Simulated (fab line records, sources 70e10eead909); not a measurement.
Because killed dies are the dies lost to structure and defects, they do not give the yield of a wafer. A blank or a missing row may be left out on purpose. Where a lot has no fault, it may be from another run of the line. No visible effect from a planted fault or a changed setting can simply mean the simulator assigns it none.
Matching of chambers -- flow nand-harc -- pecvd-04 running NHARC_A_M0_PRE_CLEAN_31: 3 sister chambers
The step time 12 s. 6 wafers are shown with their chamber, then 11 later ones without.

## WAFERS WITH THEIR CHAMBER
wafer,chamber,heater-power-w (W)
L086.2,1,529
L086.6,2,534
L089.1,0,644
L089.3,2,475
L089.4,0,621
L087.1,1,502

## WAFERS MISSING THEIR CHAMBER
wafer,heater-power-w (W)
L087.5,481
L087.6,646
L088.4,693
L088.5,516
L088.6,488
L094.1,524
L094.3,650
L094.6,524
L094.2,456
L094.4,453
L094.5,644

## EACH ONE'S CHAMBER
wafer,from the rows above,in truth
L087.5,can't be placed: 2 or 1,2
L087.6,0,0
L088.4,0,0
L088.5,can't be placed: 1 or 2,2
L088.6,can't be placed: 2 or 1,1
L094.1,can't be placed: 1 or 2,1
L094.3,0,0
L094.6,can't be placed: 1 or 2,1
L094.2,can't be placed: 2 or 1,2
L094.4,can't be placed: 2 or 1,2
L094.5,0,0
Placed correctly: 4 of 11. Unplaceable from these rows: 7, with the true chamber sitting among the candidates in 7. Number placed wrongly: 0.
How it was worked out, from the rows above alone: a wafer's distance from a chamber is the root of the sum, over the readings, of the square of ((its reading less the chamber's mean) divided by the reading's scatter). If the next closest chamber is less than 2 further off than the closest, the wafer can't be placed; otherwise it belongs to the closest. For every chamber, the mean is computed from those of its wafers that are shown. The scatter: take each reading less its chamber's mean, square it, sum over the shown wafers, divide by the number of wafers less the number of chambers, and take the root.
